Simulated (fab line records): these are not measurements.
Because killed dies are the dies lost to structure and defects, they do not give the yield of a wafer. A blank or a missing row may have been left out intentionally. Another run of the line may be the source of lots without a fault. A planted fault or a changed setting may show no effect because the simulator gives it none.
Matching of chambers :: flow n5-finfet :: 4 sister chambers for N5_BEOL_M8_DESCUM_33 on rie-diel-05
The step chemistry O2, time 7 s. 24 wafers are shown with their chamber, then 12 later ones without.

## WAFERS, EACH WITH ITS CHAMBER
wafer: L075.3
chamber: 3
drypump-motor-current-A (A): 5.3
showerhead-plenum-p-Torr (Torr): 2.07
throttle-valve-pct (%): 20.3

wafer: L075.4
chamber: 2
drypump-motor-current-A (A): 5.8
showerhead-plenum-p-Torr (Torr): 2.11
throttle-valve-pct (%): 20.1

wafer: L075.6
chamber: 0
drypump-motor-current-A (A): 6.4
showerhead-plenum-p-Torr (Torr): 2.22
throttle-valve-pct (%): 20.5

wafer: L074.1
chamber: 1
drypump-motor-current-A (A): 5.1
showerhead-plenum-p-Torr (Torr): 2.04
throttle-valve-pct (%): 20.2

wafer: L074.5
chamber: 0
drypump-motor-current-A (A): 6.4
showerhead-plenum-p-Torr (Torr): 2.22
throttle-valve-pct (%): 20.5

wafer: L074.6
chamber: 1
drypump-motor-current-A (A): 5.2
showerhead-plenum-p-Torr (Torr): 2.04
throttle-valve-pct (%): 20.2

wafer: L084.2
chamber: 3
drypump-motor-current-A (A): 5.3
showerhead-plenum-p-Torr (Torr): 2.06
throttle-valve-pct (%): 20.3

wafer: L084.3
chamber: 1
drypump-motor-current-A (A): 5.1
showerhead-plenum-p-Torr (Torr): 2.04
throttle-valve-pct (%): 19.8

wafer: L084.6
chamber: 1
drypump-motor-current-A (A): 5.1
showerhead-plenum-p-Torr (Torr): 2.04
throttle-valve-pct (%): 19.8

wafer: L080.1
chamber: 1
drypump-motor-current-A (A): 5.1
showerhead-plenum-p-Torr (Torr): 2.04
throttle-valve-pct (%): 19.8

wafer: L080.5
chamber: 0
drypump-motor-current-A (A): 6.4
showerhead-plenum-p-Torr (Torr): 2.22
throttle-valve-pct (%): 20.5

wafer: L080.6
chamber: 3
drypump-motor-current-A (A): 5.3
showerhead-plenum-p-Torr (Torr): 2.06
throttle-valve-pct (%): 20.3

wafer: L083.1
chamber: 1
drypump-motor-current-A (A): 5.1
showerhead-plenum-p-Torr (Torr): 2.04
throttle-valve-pct (%): 19.8

wafer: L083.4
chamber: 0
drypump-motor-current-A (A): 6.4
showerhead-plenum-p-Torr (Torr): 2.22
throttle-valve-pct (%): 20.6

wafer: L083.5
chamber: 2
drypump-motor-current-A (A): 5.8
showerhead-plenum-p-Torr (Torr): 2.10
throttle-valve-pct (%): 20.2

wafer: L085.1
chamber: 1
drypump-motor-current-A (A): 5.2
showerhead-plenum-p-Torr (Torr): 2.04
throttle-valve-pct (%): 19.8

wafer: L085.4
chamber: 0
drypump-motor-current-A (A): 6.4
showerhead-plenum-p-Torr (Torr): 2.21
throttle-valve-pct (%): 20.6

wafer: L085.5
chamber: 1
drypump-motor-current-A (A): 5.1
showerhead-plenum-p-Torr (Torr): 2.04
throttle-valve-pct (%): 19.8

wafer: L093.1
chamber: 1
drypump-motor-current-A (A): 5.1
showerhead-plenum-p-Torr (Torr): 2.03
throttle-valve-pct (%): 19.8

wafer: L093.3
chamber: 2
drypump-motor-current-A (A): 5.8
showerhead-plenum-p-Torr (Torr): 2.09
throttle-valve-pct (%): 20.2

wafer: L093.4
chamber: 0
drypump-motor-current-A (A): 6.4
showerhead-plenum-p-Torr (Torr): 2.21
throttle-valve-pct (%): 20.5

wafer: L086.3
chamber: 1
drypump-motor-current-A (A): 5.1
showerhead-plenum-p-Torr (Torr): 2.03
throttle-valve-pct (%): 19.8

wafer: L086.4
chamber: 0
drypump-motor-current-A (A): 6.4
showerhead-plenum-p-Torr (Torr): 2.21
throttle-valve-pct (%): 20.6

wafer: L086.5
chamber: 3
drypump-motor-current-A (A): 5.3
showerhead-plenum-p-Torr (Torr): 2.06
throttle-valve-pct (%): 19.8

SIGNATURES (means of the wafers above)
reading: drypump-motor-current-A
chamber 0: 6.400
chamber 1: 5.120
chamber 2: 5.800
chamber 3: 5.300
scatter within a chamber: 0.0283

reading: showerhead-plenum-p-Torr
chamber 0: 2.2157
chamber 1: 2.0380
chamber 2: 2.1000
chamber 3: 2.0625
scatter within a chamber: 0.00551

reading: throttle-valve-pct
chamber 0: 20.543
chamber 1: 19.880
chamber 2: 20.167
chamber 3: 20.175
scatter within a chamber: 0.153
Rule: distance of a wafer from a chamber = root of the sum over the readings of ((wafer's reading minus chamber's mean) / reading's scatter) squared. The wafer belongs to the nearest chamber; if the next one is less than 2 further off, it can't be placed. The scatter: the root of (the sum of the squares of (reading less its chamber's mean) over the shown wafers, divided by (wafers less chambers)).

## WAFERS MISSING THEIR CHAMBER
wafer: L095.1
drypump-motor-current-A (A): 5.8
showerhead-plenum-p-Torr (Torr): 2.09
throttle-valve-pct (%): 20.2

wafer: L095.4
drypump-motor-current-A (A): 5.2
showerhead-plenum-p-Torr (Torr): 2.03
throttle-valve-pct (%): 19.8

wafer: L095.6
drypump-motor-current-A (A): 5.3
showerhead-plenum-p-Torr (Torr): 2.06
throttle-valve-pct (%): 19.8

wafer: L092.2
drypump-motor-current-A (A): 5.1
showerhead-plenum-p-Torr (Torr): 2.03
throttle-valve-pct (%): 19.8

wafer: L092.5
drypump-motor-current-A (A): 5.1
showerhead-plenum-p-Torr (Torr): 2.03
throttle-valve-pct (%): 19.8

wafer: L092.6
drypump-motor-current-A (A): 6.4
showerhead-plenum-p-Torr (Torr): 2.21
throttle-valve-pct (%): 20.6

wafer: L094.1
drypump-motor-current-A (A): 5.1
showerhead-plenum-p-Torr (Torr): 2.03
throttle-valve-pct (%): 19.8

wafer: L094.4
drypump-motor-current-A (A): 6.4
showerhead-plenum-p-Torr (Torr): 2.21
throttle-valve-pct (%): 20.6

wafer: L094.6
drypump-motor-current-A (A): 6.4
showerhead-plenum-p-Torr (Torr): 2.21
throttle-valve-pct (%): 20.6

wafer: L097.3
drypump-motor-current-A (A): 6.4
showerhead-plenum-p-Torr (Torr): 2.21
throttle-valve-pct (%): 20.6

wafer: L097.4
drypump-motor-current-A (A): 5.9
showerhead-plenum-p-Torr (Torr): 2.09
throttle-valve-pct (%): 20.2

wafer: L097.6
drypump-motor-current-A (A): 5.3
showerhead-plenum-p-Torr (Torr): 2.05
throttle-valve-pct (%): 19.8

## EACH ONE'S CHAMBER
wafer: L095.1
from the rows above: 2
in truth: 2

wafer: L095.4
from the rows above: 1
in truth: 1

wafer: L095.6
from the rows above: 3
in truth: 3

wafer: L092.2
from the rows above: 1
in truth: 1

wafer: L092.5
from the rows above: 1
in truth: 1

wafer: L092.6
from the rows above: 0
in truth: 0

wafer: L094.1
from the rows above: 1
in truth: 1

wafer: L094.4
from the rows above: 0
in truth: 0

wafer: L094.6
from the rows above: 0
in truth: 0

wafer: L097.3
from the rows above: 0
in truth: 0

wafer: L097.4
from the rows above: 2
in truth: 2

wafer: L097.6
from the rows above: 3
in truth: 3
Placed correctly: 12 of 12. Left unplaced by these rows: 0. Number placed wrongly: 0.
